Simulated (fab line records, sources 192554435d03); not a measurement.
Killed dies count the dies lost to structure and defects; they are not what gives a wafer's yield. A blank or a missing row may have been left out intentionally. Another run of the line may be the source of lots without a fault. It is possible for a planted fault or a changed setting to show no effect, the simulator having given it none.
The tool behind it: which one? | flow n5 finfet | Sampling: 24 lots, 72 wafers, 6 of 1938 route steps

WHAT THE GAUGES SHOWED, per wafer
N5_BEOL_M14_CD_MEAS_10: target cd 250 nm. Usual: 249.9 nm for cd nm, sd 1.3.
lot  | measured     | on        | cd nm (nm)        | flag
L074 | day 10 13:47 | cd sem-01 | 248.4 248.4 248.0 |
L075 | day 11 08:07 | cd sem-01 | 251.2 251.7 250.5 |
L077 | day 11 09:49 | cd sem-03 | 249.7 251.3 250.4 |
L078 | day 11 10:26 | cd sem-03 | 249.4 248.0 249.2 |
L076 | day 11 10:51 | cd sem-02 | 250.6 250.9 251.3 |
L079 | day 12 02:35 | cd sem-03 | 250.8 250.2 250.7 |
L080 | day 12 13:38 | cd sem-03 | 251.3 249.4 250.1 |
L082 | day 12 13:41 | cd sem-01 | 250.1 249.7 249.2 |
L081 | day 12 19:16 | cd sem-02 | 249.0 249.5 251.0 |
L083 | day 12 23:29 | cd sem-03 | 251.1 250.2 250.0 |
L085 | day 13 15:34 | cd sem-01 | 247.2 247.4 247.5 |
L084 | day 13 18:26 | cd sem-01 | 251.2 250.8 249.3 |
L087 | day 13 23:50 | cd sem-01 | 249.3 248.5 247.3 |
L086 | day 14 11:55 | cd sem-03 | 252.0 250.9 250.2 |
L089 | day 14 12:17 | cd sem-03 | 249.0 249.7 249.5 |
L090 | day 14 13:27 | cd sem-03 | 251.3 248.4 250.3 |
L088 | day 14 13:46 | cd sem-01 | 251.3 250.6 251.3 |
L091 | day 15 05:40 | cd sem-01 | 248.7 249.3 249.3 |
L092 | day 15 09:14 | cd sem-03 | 249.0 249.1 250.7 |
L094 | day 15 17:08 | cd sem-03 | 249.1 249.3 249.8 |
L093 | day 15 22:49 | cd sem-02 | 250.4 250.9 250.2 |
L095 | day 16 03:01 | cd sem-01 | 250.6 250.3 249.3 |
L096 | day 16 04:05 | cd sem-03 | 250.9 251.8 251.1 |
L097 | day 16 23:35 | cd sem-01 | 249.7 250.7 250.7 |

N5_BEOL_M14_OCD_MEAS_35. Usual: 551 nm for trench depth nm, sd 8.1.
lot  | measured     | on     | trench depth nm (nm) | flag
L074 | day 10 15:45 | ocd-02 | 550 537 536          |
L075 | day 11 09:59 | ocd-01 | 546 539 556          |
L077 | day 11 11:23 | ocd-01 | 542 558 543          |
L078 | day 11 11:59 | ocd-02 | 556 553 553          |
L076 | day 11 12:34 | ocd-01 | 547 551 552          |
L079 | day 12 04:09 | ocd-01 | 558 549 565          |
L080 | day 12 15:23 | ocd-01 | 543 559 558          |
L082 | day 12 15:35 | ocd-01 | 552 552 541          |
L081 | day 12 20:56 | ocd-02 | 551 557 555          |
L083 | day 13 01:10 | ocd-02 | 541 554 552          |
L085 | day 13 17:42 | ocd-01 | 541 539 539          |
L084 | day 13 20:45 | ocd-01 | 548 561 563          |
L087 | day 14 01:31 | ocd-02 | 562 563 546          |
L086 | day 14 13:44 | ocd-01 | 568 564 563          |
L089 | day 14 14:13 | ocd-01 | 543 538 549          |
L090 | day 14 15:45 | ocd-01 | 544 550 551          |
L088 | day 14 16:07 | ocd-01 | 564 564 564          |
L091 | day 15 07:13 | ocd-01 | 548 551 536          |
L092 | day 15 10:50 | ocd-02 | 554 547 552          |
L094 | day 15 18:49 | ocd-01 | 549 548 552          |
L093 | day 16 00:26 | ocd-02 | 553 560 560          |
L095 | day 16 04:34 | ocd-02 | 545 542 541          |
L096 | day 16 05:46 | ocd-01 | 562 554 553          |
L097 | day 17 01:40 | ocd-01 | 543 544 545          |

N5_BEOL_M15_CD_MEAS_10: target cd 360 nm. Usual: 360.3 nm for cd nm, sd 1.
lot  | measured     | on        | cd nm (nm)        | flag
L074 | day 10 18:56 | cd sem-03 | 360.6 360.0 362.0 |
L075 | day 11 14:41 | cd sem-02 | 360.2 360.3 360.0 |
L077 | day 11 15:12 | cd sem-03 | 361.3 359.6 360.4 |
L078 | day 11 15:02 | cd sem-03 | 359.1 359.4 359.6 |
L076 | day 11 15:28 | cd sem-01 | 359.4 361.4 361.7 |
L079 | day 12 06:38 | cd sem-02 | 361.7 361.2 360.2 |
L080 | day 12 20:43 | cd sem-03 | 359.9 359.6 358.0 |
L082 | day 12 20:46 | cd sem-01 | 358.0 360.8 359.5 |
L081 | day 13 00:43 | cd sem-03 | 359.8 361.0 361.3 |
L083 | day 13 04:37 | cd sem-01 | 362.5 360.0 358.9 |
L085 | day 13 21:10 | cd sem-01 | 360.9 359.8 360.4 |
L084 | day 13 23:10 | cd sem-03 | 359.5 360.0 358.7 |
L087 | day 14 04:25 | cd sem-01 | 359.6 360.4 360.6 |
L086 | day 14 18:27 | cd sem-03 | 359.9 360.1 361.1 |
L089 | day 14 19:07 | cd sem-03 | 360.9 358.6 359.4 |
L090 | day 14 20:05 | cd sem-03 | 360.9 360.6 360.9 |
L088 | day 14 21:14 | cd sem-02 | 359.2 358.5 358.5 |
L091 | day 15 11:41 | cd sem-02 | 360.2 360.6 361.2 |
L092 | day 15 17:29 | cd sem-02 | 359.5 358.8 360.6 |
L094 | day 15 22:05 | cd sem-02 | 360.5 361.3 360.9 |
L093 | day 16 04:34 | cd sem-02 | 360.8 361.1 360.3 |
L095 | day 16 10:55 | cd sem-01 | 360.5 359.8 361.3 |
L096 | day 16 11:47 | cd sem-01 | 360.3 358.6 359.5 |
L097 | day 17 05:23 | cd sem-01 | 360.9 360.1 361.2 |

N5_BEOL_M15_OVL_MEAS_11. Usual: V14_OVL 0 nm, standard deviation 5.7.
lot  | measured     | on         | V14_OVL (nm) | flag
L074 | day 10 18:58 | overlay-01 | -1 6 -7      |
L075 | day 11 14:43 | overlay-02 | -1 -5 -3     |
L077 | day 11 15:14 | overlay-01 | -8 -13 -1    |
L078 | day 11 15:04 | overlay-02 | -2 1 -6      |
L076 | day 11 15:29 | overlay-01 | 5 8 3        |
L079 | day 12 06:40 | overlay-02 | -4 -5 -2     |
L080 | day 12 20:45 | overlay-02 | 6 4 5        |
L082 | day 12 20:48 | overlay-01 | 9 3 -2       |
L081 | day 13 00:44 | overlay-02 | -2 -2 -3     |
L083 | day 13 04:38 | overlay-02 | -5 -5 -7     |
L085 | day 13 21:12 | overlay-01 | -6 0 -3      |
L084 | day 13 23:12 | overlay-01 | 3 8 5        |
L087 | day 14 04:27 | overlay-02 | 8 4 2        |
L086 | day 14 18:29 | overlay-01 | 10 3 2       |
L089 | day 14 19:09 | overlay-02 | -1 -5 0      |
L090 | day 14 20:07 | overlay-01 | 1 0 -2       |
L088 | day 14 21:16 | overlay-02 | 9 7 7        |
L091 | day 15 11:43 | overlay-01 | -4 2 -4      |
L092 | day 15 17:31 | overlay-02 | -8 -9 3      |
L094 | day 15 22:07 | overlay-02 | 8 13 10      |
L093 | day 16 04:35 | overlay-02 | 2 0 8        |
L095 | day 16 10:56 | overlay-01 | -3 0 -3      |
L096 | day 16 11:49 | overlay-01 | -5 -8 -2     |
L097 | day 17 05:25 | overlay-01 | 11 -4 -1     |

WHAT TOOL EACH LOT RAN ON (gives the tool, then ch and the chambers of the sampled wafers, and finally the start)
lot  | N5_BEOL_M14_STRIP_64                          | N5_BEOL_M14_SPUTTER_44
L074 | rie diel-01 ch 0,1,3, day 10 15:45 or earlier | pvd sputter-01, day 10 16:58
L075 | rie diel-01 ch 1,2, day 11 09:59 or earlier   | pvd sputter-03, day 11 12:57
L077 | rie diel-05 ch 1,2, day 11 11:23 or earlier   | pvd sputter-03, day 11 13:16
L078 | rie diel-05 ch 1,2, day 11 11:59 or earlier   | pvd sputter-01, day 11 13:11
L076 | rie diel-05 ch 0,3, day 11 12:34 or earlier   | pvd sputter-03, day 11 13:35
L079 | rie diel-01 ch 0,1, day 12 04:09 or earlier   | pvd sputter-02, day 12 04:46
L080 | rie diel-01 ch 0,2,3, day 12 15:23 or earlier | pvd sputter-03, day 12 17:19
L082 | rie diel-05 ch 0,2,3, day 12 15:35 or earlier | pvd sputter-01, day 12 17:21
L081 | rie diel-04 ch 0,2,3, day 12 20:56 or earlier | pvd sputter-01, day 12 22:58
L083 | rie diel-04 ch 0,2, day 13 01:10 or earlier   | pvd sputter-03, day 13 02:39
L085 | rie diel-05 ch 0,1,2, day 13 17:42 or earlier | pvd sputter-01, day 13 18:43
L084 | rie diel-05 ch 1,2, day 13 20:45 or earlier   | pvd sputter-01, day 13 21:26
L087 | rie diel-05 ch 0,2, day 14 01:31 or earlier   | pvd sputter-02, day 14 02:40
L086 | rie diel-01 ch 0,1,2, day 14 13:44 or earlier | pvd sputter-02, day 14 16:46
L089 | rie diel-04 ch 0,2, day 14 14:13 or earlier   | pvd sputter-01, day 14 16:53
L090 | rie diel-04 ch 0,1,2, day 14 15:45 or earlier | pvd sputter-01, day 14 17:58
L088 | rie diel-04 ch 0,1,2, day 14 16:07 or earlier | pvd sputter-02, day 14 19:23
L091 | rie diel-04 ch 1,2, day 15 07:13 or earlier   | pvd sputter-01, day 15 09:50
L092 | rie diel-01 ch 0,3, day 15 10:50 or earlier   | pvd sputter-02, day 15 15:31
L094 | rie diel-05 ch 1,2, day 15 18:49 or earlier   | pvd sputter-02, day 15 20:12
L093 | rie diel-01 ch 0,2,3, day 16 00:26 or earlier | pvd sputter-01, day 16 01:47
L095 | rie diel-05 ch 0,1,3, day 16 04:34 or earlier | pvd sputter-03, day 16 08:44
L096 | rie diel-01 ch 0,1,3, day 16 05:46 or earlier | pvd sputter-01, day 16 09:38
L097 | rie diel-05 ch 0,2, day 17 01:40 or earlier   | pvd sputter-02, day 17 02:11
- N5_BEOL_M14_STRIP_64: strips in O2.
- N5_BEOL_M14_SPUTTER_44: material Ta, target thk 15 nm, time 24.19 s.

AS READ BY THE TOOLS THEMSELVES (means over the sampled wafers that have a number; for cases with no such wafer, the mark the record gives instead)
N5_BEOL_M14_STRIP_64. Usual: drypump motor current A 6.0 A, standard deviation 0.52; oes product au 0.80 a.u., standard deviation 0.079; rf vpp V 3.6 V, standard deviation 0.47; showerhead plenum p Torr 2.11 Torr, standard deviation 0.066; throttle valve pct 16.66 %, standard deviation 0.3.
lot  | tool        | drypump motor current A (A) | oes product au (a.u.) | rf vpp V (V) | showerhead plenum p Torr (Torr) | throttle valve pct (%) | flag
L074 | rie diel-01 | 5.7                         | 0.80                  | 4.0          | 2.08                            | 16.90                  |
L075 | rie diel-01 | 6.6                         | 0.78                  | 3.3          | 2.11                            | 16.93                  |
L077 | rie diel-05 | 6.4                         | 0.86                  | 3.2          | 2.13                            | 16.49                  |
L078 | rie diel-05 | 6.4                         | 0.86                  | 4.2          | 2.13                            | 16.50                  |
L076 | rie diel-05 | 5.6                         | 0.78                  | 3.9          | 2.08                            | 16.65                  |
L079 | rie diel-01 | 5.9                         | 0.83                  | 3.5          | 2.12                            | 16.96                  |
L080 | rie diel-01 | 5.7                         | 0.74                  | 3.7          | 2.06                            | 16.85                  |
L082 | rie diel-05 | 5.9                         | 0.76                  | 3.5          | 2.10                            | 16.73                  |
L081 | rie diel-04 | 6.0                         | 0.83                  | 4.0          | 2.18                            | 16.29                  |
L083 | rie diel-04 | 6.3                         | 0.92                  | 3.8          | 2.21                            | 16.15                  |
L085 | rie diel-05 | 6.2                         | 0.80                  | 3.7          | 2.08                            | 16.58                  |
L084 | rie diel-05 | 6.4                         | 0.83                  | 3.4          | 2.12                            | 16.54                  |
L087 | rie diel-05 | 5.9                         | 0.76                  | 3.9          | 2.03                            | 16.64                  |
L086 | rie diel-01 | 6.2                         | 0.77                  | 3.4          | 2.10                            | 16.96                  |
L089 | rie diel-04 | 6.0                         | 0.86                  | 3.3          | 2.16                            | 16.20                  |
L090 | rie diel-04 | 6.0                         | 0.84                  | 3.9          | 2.15                            | 16.46                  |
L088 | rie diel-04 | 6.0                         | 0.83                  | 3.8          | 2.15                            | 16.46                  |
L091 | rie diel-04 | 5.7                         | 0.75                  | 3.6          | 2.09                            | 16.73                  |
L092 | rie diel-01 | 5.2                         | 0.89                  | 3.8          | 2.20                            | 16.59                  |
L094 | rie diel-05 | 6.4                         | 0.81                  | 2.8          | 2.11                            | 16.57                  |
L093 | rie diel-01 | 5.7                         | 0.90                  | 3.7          | 2.14                            | 16.58                  |
L095 | rie diel-05 | 5.8                         | 0.78                  | 3.8          | 2.11                            | 16.66                  |
L096 | rie diel-01 | 5.7                         | 0.84                  | 3.4          | 2.15                            | 16.83                  |
L097 | rie diel-05 | 6.3                         | 0.72                  | 3.6          | 2.05                            | 16.76                  |

N5_BEOL_M14_SPUTTER_44. Usual: bias v 79.9 V, standard deviation 0.78; throttle valve pct 29.7 %, standard deviation 1.4.
lot  | tool           | bias v (V) | throttle valve pct (%) | flag
L074 | pvd sputter-01 | 80.0       | 27.7                   |
L075 | pvd sputter-03 | 80.0       | 29.8                   |
L077 | pvd sputter-03 | 79.9       | 30.3                   |
L078 | pvd sputter-01 | 80.3       | 30.1                   |
L076 | pvd sputter-03 | 79.9       | 30.4                   |
L079 | pvd sputter-02 | 80.6       | 29.8                   |
L080 | pvd sputter-03 | 79.7       | 30.8                   |
L082 | pvd sputter-01 | 80.5       | 29.1                   |
L081 | pvd sputter-01 | 79.9       | 28.1                   |
L083 | pvd sputter-03 | 80.5       | 30.4                   |
L085 | pvd sputter-01 | 80.4       | 29.4                   |
L084 | pvd sputter-01 | 80.2       | 28.3                   |
L087 | pvd sputter-02 | 80.4       | 30.7                   |
L086 | pvd sputter-02 | 79.8       | 30.3                   |
L089 | pvd sputter-01 | 80.1       | 29.2                   |
L090 | pvd sputter-01 | 79.7       | 29.1                   |
L088 | pvd sputter-02 | 79.5       | 29.8                   |
L091 | pvd sputter-01 | 79.6       | 26.9                   |
L092 | pvd sputter-02 | 79.4       | 29.7                   |
L094 | pvd sputter-02 | 79.3       | 30.3                   |
L093 | pvd sputter-01 | 80.4       | 27.3                   |
L095 | pvd sputter-03 | 80.1       | 30.5                   |
L096 | pvd sputter-01 | 80.2       | 28.6                   |
L097 | pvd sputter-02 | 79.7       | 30.3                   |

THE ANSWER, worked out from the rows above alone
Rule: a lot is off if the mean of its wafers that have a number lies more than 3 standard deviations from the usual mean. Also off: a lot with no number at a reading for which 4 or more lots have one. Where the step has rows for the other lots, those lots are counted as sound. After the gauges, taken in route order, come the tools' own readings; for these a lot's mean is taken, as printed above. The first step at which some lot is off is used, and at that step the reading that is off furthest; a lot without a number counts as furthest.
No lot is off on any of the readings shown, so nothing can be concluded from this.

WHAT WAS PUT IN BY THE SIMULATOR
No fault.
